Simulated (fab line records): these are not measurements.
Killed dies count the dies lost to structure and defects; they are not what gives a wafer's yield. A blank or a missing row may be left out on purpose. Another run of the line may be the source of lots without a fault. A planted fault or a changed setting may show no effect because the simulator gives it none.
fab line records | flow n5Finfet
[record] lots = 3 wafers = 9 lastDay = 17
route steps=1938 shown BEOL_M11@1578 BEOL_M12@1602 BEOL_M15@1830
lots that met no fault: from a run of the same line without faults
startH: hours from the record's first day to the start of the lot's first wafer shown | waitH: how many hours have passed since the lot's step before this one | " as in the row above | L1.1+2: one row covering several wafers at once | - no value, or no start given | * or withheld: withheld | < > ~ a bound
route shown NAME@n: names a module that has steps shown in the file, with the first one's number in the route | usual: mean/standard deviation of fault-free wafers | same: alike in all rows | chamber/n: place in a boat | sites: readings site by site | _std_site: how widely they spread, as a standard deviation | _edge_site: inner sites' mean taken away from outer sites' mean | radiusMm: how far each site lies from the wafer's centre | mask NAME#n: copy n | behind: the last tool/chamber to shape the wafer | hold: cause of the lot's hold/its duration in hours/its outcome | device: the n, p or np transistor that did not switch | end of line: the same wafers' tests at the end of the route | step lacking rows: just its recipe | killed: not the wafer's yield, but the dies lost to structure and defects at the first sort | map: per-die view of a wafer (x killed, . not killed, _ where there is no die)
set.NAME: the setting as run; set.NAME@STEP: as run at that earlier step | model.NAME: the simulator's own value behind a step, which no gauge read
lots at some steps of the route; a table a step, a row a wafer
services: the hour from which a tool's chamber was out of use, counted from the record's first day as startH (under 0 if before that day), plus the number of hours and why
[[steps]]
[step N5_BEOL_M11_TRENCH_ETCH_37]
[recipe] chemistry = C4F6/O2 targetDepthA = 1488.3 target = SiCOH_lowk timeS = 48 ionEnergyEv = 250 pressureMtorr = 30 sourceW = 345 biasW = 185 Ar_flow_sccm = 300 C4F6_flow_sccm = 10 O2_flow_sccm = 10
[step N5_BEOL_M11_ETCH_41]
[recipe] chemistry = CH3F/O2 target = SiCN targetDepthA = 426 taperDeg = 2 timeS = 86 ionEnergyEv = 120 maskMaterial = TiN pressureMtorr = 30 sourceW = 395 biasW = 75 Ar_flow_sccm = 150 CH3F_flow_sccm = 30 O2_flow_sccm = 20
[step N5_BEOL_M11_STRIP_77]
[recipe] chemistry = N2/H2 timeS = 10 powerW = 450 tempC = 40 pressureMtorr = 20 rfFrequencyHz = 6e+07 biasPowerW = 7 n2FlowSccm = 200 h2FlowSccm = 200
[step N5_BEOL_M11_HM_STRIP_39]
[recipe] chemistry = peroxideTinStrip material = TiN targetDepthA = 250 tempC = 50 timeS = 158
[step N5_BEOL_M11_SRD_40]
[recipe] timeS = 30 tempC = 23 rinseLiquid = diw dry = ipaMarangoni
[step N5_BEOL_M11_PRECLEAN_42]
[recipe] chemistry = residueRemover timeS = 60 tempC = 40
[step N5_BEOL_M11_SRD_43]
[recipe] timeS = 30 tempC = 23 rinseLiquid = diw dry = ipaMarangoni
[step N5_BEOL_M11_CURE_72]
[recipe] tempC = 370 timeS = 120 ambient = DMADMS/He material = SiCOH_lowk
[step N5_BEOL_M11_DEGAS_44]
[recipe] ambient = vacuum tempC = 250 timeS = 60
[step N5_BEOL_M11_PRE_CLEAN_45]
[recipe] gas = H2/He timeS = 30 tempC = 250
[step N5_BEOL_M11_ALD_74]
[recipe] material = TaN targetThkA = 20 tempC = 275 aldPrecursorFamily = PDMAT aldCoReactant = NH3 pressureTorr = 3 carrierFlowSccm = 1500 pulseTimeS = 2 purgeTimeS = 3 coReactantPurgeTimeS = 2 coReactantPulseTimeS = 3 aldCycles = 40 precursorVesselTempC = 75 precursorVesselPressureTorr = 26.25 precursorVesselCarrierSccm = 1000
[usual] heaterPowerOuterW = 241/20 heaterPowerW = 434/34 precursorVesselTempC = 74.99/0.13
[same] purgeTimeS = 3
// columns lot.wafer tool chamber startH waitH heaterPowerOuterW heaterPowerW precursorVesselTempC
L340.2 aldMetal-03 0 236.45 0.2 213 407 74.79
L340.3 " 1 " " 267 451 75.20
L340.6 " 2 " " 241 429 74.93
L359.3 aldMetal-03 2 347.04 0.0 234 430 74.97
L359.5 " 2 " " 237 418 74.90
L359.6 " 1 " " 263 443 74.95
L361.4 aldMetal-01 1 367.23 0.0 225 394 75.04
L361.5 " 2 " " 249 437 74.99
L361.6 " 3 " " 280 487 74.83
[step N5_BEOL_M11_SURFACE_TREAT_76]
[recipe] gas = Ar timeS = * ionEnergyEv = * ionCurrentMaCm2 = 0.5 pressureMtorr = * arFlowSccm = 30
[step N5_BEOL_M11_CVD_75]
[recipe] material = Co targetThkA = 20 tempC = withheld precursor = CCTBA/H2 pressureTorr = 30 timeS = 138.9
[step N5_BEOL_M11_SPUTTER_48]
[recipe] material = Cu targetThkA = 120 tempC = -20 biasV = 60 powerW = 26000 chamberPressurePa = 0.13 timeS = 2
[step N5_BEOL_M11_ECD_50]
[recipe] material = Cu targetThkA = 3180
[step N5_BEOL_M11_ANNEAL_51]
[recipe] tempC = 225 timeS = 90 ambient = N2
[step N5_BEOL_M11_CMP_52]
[recipe] stopOn = SiCOH_lowk tOverpolishS = 7 downForcePsi = 1 platenRpm = 50 clearingPlatenDownForcePsi = 1.5 clearingPlatenRpm = 50 postCmpClean = cuAlkaline targetThkNm = 140 clearingPlatenPadVelocityMS = 0.99484 padVelocityMS = 0.99484
[step N5_BEOL_M11_PRE_CLEAN_55]
[recipe] gas = NH3 timeS = 15 tempC = withheld rfPowerW = 300
[step N5_BEOL_M11_DEP_56]
[recipe] material = SiCN targetThkA = 300 tempC = withheld precursor = 3MS/NH3 pressureTorr = 3 rfW = 675 timeS = 10.5
[step N5_BEOL_M12_ILD_DEP_00]
[recipe] material = SiOC targetThkA = 6589.2 tempC = 350 precursor = DEMS/O2 pressureTorr = 5 rfW = 500 timeS = 130.7
[step N5_BEOL_M12_COAT_58]
[recipe] resist = BARC tempC = 205 timeS = 60 spinRpm = 1500 resistThkNm = 89
[step N5_BEOL_M12_COAT_04]
[recipe] spinRpm = 1625 resistThkNm = 400
[step N5_BEOL_M12_EBR_06]
[recipe] solvent = PGMEA ebrWidthMm = 1.5
[step N5_BEOL_M12_SOFTBAKE_05]
[recipe] tempC = 130 timeS = 60
[step N5_BEOL_M12_EXPOSE_07]
[recipe] maskId = V11 na = 0.93 sourceShape = conventional sigmaOuter = 0.6 polarization = unpolarized attpsmPhaseDeg = 180 doseMj = 32.5
[step N5_BEOL_M12_PEB_08]
[recipe] pebTempC = 130 pebTimeS = 90
[step N5_BEOL_M12_DEVELOP_09]
[recipe] developTimeS = 45 rinseLiquid = diw dry = airSpin devTempC = 21
[step N5_BEOL_M12_HARDBAKE_14]
[recipe] tempC = 130 timeS = 120
[step N5_BEOL_M12_DESCUM_15]
[recipe] chemistry = O2 timeS = 7.9 sourcePowerW = 50 biasPowerW = 20 pressureMtorr = 20 rfFrequencyHz = 2.712e+07 tempC = 40 o2FlowSccm = 225
[step N5_BEOL_M12_ETCH_59]
[recipe] chemistry = N2/H2 target = BARC targetDepthA = 890 overetchA = 267 timeS = 67.9 ionEnergyEv = 200 pressureMtorr = 30 sourceW = 840 biasW = 150 n2FlowSccm = 200 h2FlowSccm = 200
[step N5_BEOL_M12_VIA_ETCH_16]
[recipe] chemistry = C4F8/O2/Ar target = SiOC pressureMtorr = 30 sourceW = 3000 biasW = 700 Ar_flow_sccm = 400 C4F8_flow_sccm = 15 O2_flow_sccm = 8 heInnerTorr = 15 heOuterTorr = 30 targetDepthA = 7248 timeS = withheld ionEnergyEv = 250 ends = cleared
[step N5_BEOL_M12_STRIP_63]
[recipe] chemistry = N2/H2 powerW = 1000 tempC = 250 h2Frac = 0.65 overashFraction = 0.3 pressureMtorr = 1000 n2FlowSccm = 1750 h2FlowSccm = 3250
[step N5_BEOL_M12_STRIP_64]
[recipe] chemistry = N2/H2 powerW = 1000 tempC = 250 h2Frac = 0.65 overashFraction = 0.3 pressureMtorr = withheld n2FlowSccm = 1750 h2FlowSccm = 3250
[step N5_BEOL_M15_RC_MEAS_101]
[usual] COMB_M10 = 1.4e-11/3.1e-12 COMB_M11 = 1.4e-11/3.3e-12 COMB_M11_max_site = 2.1e-11/5.1e-12 COMB_M12 = 5.6e-12/1.4e-12 COMB_M13 = 4.1e-12/9.7e-13 COMB_M14 = 3e-12/8.4e-13 COMB_M15 = 1.8e-12/5.7e-13 COMB_M5 = 3.7e-11/7.1e-12 COMB_M6 = 2.5e-11/5.1e-12 COMB_M7 = 2.5e-11/4.6e-12 COMB_M8 = 2.5e-11/5.5e-12 COMB_M9 = 1.4e-11/3.2e-12 SERP_M10 = 3.04/0.11 SERP_M11 = 3.04/0.095 SERP_M12 = 0.631/0.022 SERP_M12_max_site = 0.644/0.023 SERP_M13 = 0.310/0.0069 SERP_M14 = 0.160/0.007 SERP_M5 = 37.2/2 SERP_M5_max_site = 38.7/2.2 SERP_M6 = 13.8/0.76 SERP_M7 = 13.8/0.69 SERP_M8 = 13.7/0.73 SERP_M8_max_site = 14.3/0.79 SERP_M9 = 3.05/0.1
// columns lot.wafer tool chamber startH waitH COMB_M10[S/m] COMB_M11[S/m] COMB_M11_max_site[S/m] COMB_M12[S/m] COMB_M13[S/m] COMB_M14[S/m] COMB_M15[S/m] COMB_M5[S/m] COMB_M6[S/m] COMB_M7[S/m] COMB_M8[S/m] COMB_M9[S/m] SERP_M10[ohm/um] SERP_M11[ohm/um] SERP_M12[ohm/um] SERP_M12_max_site[ohm/um] SERP_M13[ohm/um] SERP_M14[ohm/um] SERP_M5[ohm/um] SERP_M5_max_site[ohm/um] SERP_M6[ohm/um] SERP_M7[ohm/um] SERP_M8[ohm/um] SERP_M8_max_site[ohm/um] SERP_M9[ohm/um]
L340.2 prober-02 0 261.66 0.2 1e-11 1.4e-11 1.9e-11 3.2e-12 5.5e-12 1.9e-12 1.5e-12 2.8e-11 3.7e-11 2.5e-11 3.2e-11 9e-12 3.08 3.14 0.612 0.623 0.312 0.162 36.3 37.1 14.5 14.0 13.9 14.4 3.16
L340.3 " 0 " " 9e-12 1.2e-11 2e-11 3e-12 3.4e-12 3.5e-12 1.1e-12 3.2e-11 3.2e-11 2.8e-11 1.9e-11 9e-12 3.03 3.03 0.613 0.628 0.312 0.154 34.2 35.3 13.0 13.9 12.8 13.5 3.05
L340.6 " 0 " " 1.8e-11 1.3e-11 2.3e-11 4e-12 4.7e-12 2.7e-12 1.6e-12 2.9e-11 3e-11 2.7e-11 2.7e-11 1.4e-11 2.94 3.07 0.586 0.608 0.308 0.163 35.9 37.2 14.3 13.7 13.3 14.0 2.93
L359.3 prober-02 0 380.30 0.3 9e-12 1.3e-11 2.1e-11 9.3e-12 6.2e-12 4.3e-12 1.9e-12 3.3e-11 2.1e-11 2.6e-11 3.2e-11 1e-11 3.31 3.08 0.632 0.640 0.309 0.169 35.6 36.3 12.9 13.9 11.9 12.4 3.04
L359.5 " 0 " " 1.6e-11 2e-11 2.5e-11 5.4e-12 4.4e-12 2.7e-12 1.1e-12 3.1e-11 2.6e-11 2.7e-11 3e-11 1.3e-11 3.26 3.03 0.682 0.702 0.310 0.170 36.5 37.0 14.8 14.0 13.4 14.3 3.15
L359.6 " 0 " " 1.4e-11 2.2e-11 4.8e-11 5.2e-12 2.7e-12 3.1e-12 1.5e-12 4.2e-11 2.4e-11 2.3e-11 3e-11 1e-11 3.17 3.02 0.618 0.643 0.313 0.148 36.1 37.8 13.0 14.3 12.9 13.4 3.00
L361.4 prober-02 0 395.42 0.5 1.1e-11 1.5e-11 2.2e-11 4.1e-12 4.2e-12 3.8e-12 1e-12 4.5e-11 2.9e-11 2.5e-11 3.2e-11 2.1e-11 2.92 3.05 0.599 0.608 0.308 0.163 39.9 41.3 14.7 14.3 13.6 14.9 2.88
L361.5 " 0 " " 1.3e-11 1.5e-11 1.9e-11 5e-12 5e-12 2.9e-12 2.1e-12 3.5e-11 1.9e-11 2.6e-11 3.3e-11 1.2e-11 3.17 2.92 0.613 0.621 0.314 0.161 36.9 38.6 14.2 13.5 13.2 13.9 3.05
L361.6 " 0 " " 1.3e-11 1.6e-11 2.3e-11 5.4e-12 3.9e-12 3e-12 1.5e-12 3.5e-11 2e-11 2.9e-11 2.7e-11 1.5e-11 3.18 3.16 0.618 0.634 0.306 0.165 38.8 39.7 14.8 13.0 14.4 14.7 2.96
[[services]]
// columns tool chamber startH hours kind
aldMetal-03 - 268.61 2.8 pm
[[key]]
[firstSign] step = N5_BEOL_M15_RC_MEAS_101 reading = COMB_M11_max_site direction = up sigmas = 5.4 usual = 2.1e-11 struck = 4.8e-11
effect none on later readings
metAt N5_BEOL_M11_ALD_74
struckWafers L359.6
onsetBetween 236.45 347.04
[fault] kind = siteProfileDrift tool = aldMetal-03 chamber = 1 onsetH = 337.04 steps = N5_BEOL_M11_ALD_74 basis = fraction maxAbsDrift = 0.24804 slopeSharePerHr = 55.12 sitePattern = 0,0,0,0,0,-1,-1,-1,-1
